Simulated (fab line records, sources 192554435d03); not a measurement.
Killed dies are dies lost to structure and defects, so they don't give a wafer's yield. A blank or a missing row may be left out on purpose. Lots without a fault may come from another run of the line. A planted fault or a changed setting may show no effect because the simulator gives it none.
A struck lot beside a sound one | flow n5_finfet | 14 steps out of a route of 1938
Sound: wafers L627.1, L627.2, L627.6. Struck: wafers L630.1, L630.3, L630.4. The cause comes at the end.
At each step with rows: each side's tool, then ch and its chambers, then its first start. Under that, the readings that differ: sound wafers | struck wafers | difference of the means | sigmas: that difference in standard deviations of wafers without a fault.
alike: readings whose means differ by less than 2 such deviations, and words and numbers that are the same on both sides. not compared: withheld readings, readings that some wafer has no value for, bounds like >300 that may hide the same value, and numbers for which the record gives no deviation and whose values overlap.
The two part at a step that has a row with sigmas, a row that says differs or no value, or rows on one side only. Numbers that don't overlap but have no deviation are shown without sigmas and don't part them. A reading that every wafer of one side lacks parts them only if that side has two wafers or more.

N5_BEOL_M10_ILD_DEP_00: deposits SiCOH lowk from DEMS/porogen, target thk 308.51 nm, time 58 s.
  sound on pecvd-01 ch 0,1,2, day 11 12:40; struck on pecvd-01 ch 0,1, day 12 08:10
  alike: heater_power_w, showerhead_plenum_p_Torr, throttle_valve_pct
N5_BEOL_M10_CURE_71: cures SiCOH lowk, time 240 s.
  sound on uv_cure-03 ch 0, day 11 12:45; struck on uv_cure-03 ch 2, day 12 08:14
  alike: lamp_power_pct, wafer_temp_C_max
N5_BEOL_M10_THK_MEAS_01:
  sound on film_metro-02, day 11 13:16; struck on film_metro-01, day 12 08:45
  alike: M10_ILD_THK
N5_BEOL_M10_PECVD_70: deposits SiO2 from TEOS/O2, target thk 20 nm, time 22.7 s.
  sound on pecvd-02 ch 0,1, day 11 13:18; struck on pecvd-02 ch 0,1,2, day 12 08:47
  alike: heater_power_w, showerhead_plenum_p_Torr, throttle_valve_pct
N5_BEOL_M10_HM_DEP_02: deposits TiN, target thk 20 nm.
  sound on pvd_sputter-03, day 11 15:38; struck on pvd_sputter-02, day 12 12:26
  alike: throttle_valve_pct
then, 7 steps without rows for these wafers: N5_BEOL_M10_COAT_59 (time 60 s, resist thk 100 nm); N5_BEOL_M10_COAT_60 (time 60 s, resist thk 30 nm); N5_BEOL_M10_COAT_05 (resist thk 90 nm); N5_BEOL_M10_EBR_07; N5_BEOL_M10_SOFTBAKE_06 (time 60 s); N5_BEOL_M10_EXPOSE_08 (exposes mask M10); N5_BEOL_M10_PEB_09 (peb time 60 s).
N5_BEOL_M10_DEVELOP_10: develop time 30 s.
  sound on litho_track-03 ch 0, day 11 16:04; struck on litho_track-03, day 12 12:52
  no value came back on the struck wafers for chill_plate_temp_C (C), develop_time_s (s); on the sound wafers chill_plate_temp_C (C) reads 23.02 22.93 23.00
  reading                                       | sound          | struck       | difference | sigmas
  model.CAR-ArF_of_BEOL_M10_COAT_05.thk_nm (nm) | 88.4 88.2 88.6 | 90 89.6 89.8 | +1         |
N5_BEOL_M10_CD_MEAS_11: target cd 64.1 nm.
  sound on cd_sem-02 ch 0, day 11 16:08; struck on cd_sem-03 ch 0, day 12 12:55
  reading    | sound          | struck | difference                    | sigmas
  cd_nm (nm) | 64.2 64.3 64.9 | - - -  | no value on the struck wafers |

WHERE THEY PART
First at N5_BEOL_M10_DEVELOP_10; last, within this record, at N5_BEOL_M10_CD_MEAS_11.

WHY: what the simulator had put in
Skipped step whole: litho_track-03, from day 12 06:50 on, at N5_BEOL_M10_DEVELOP_10. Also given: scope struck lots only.
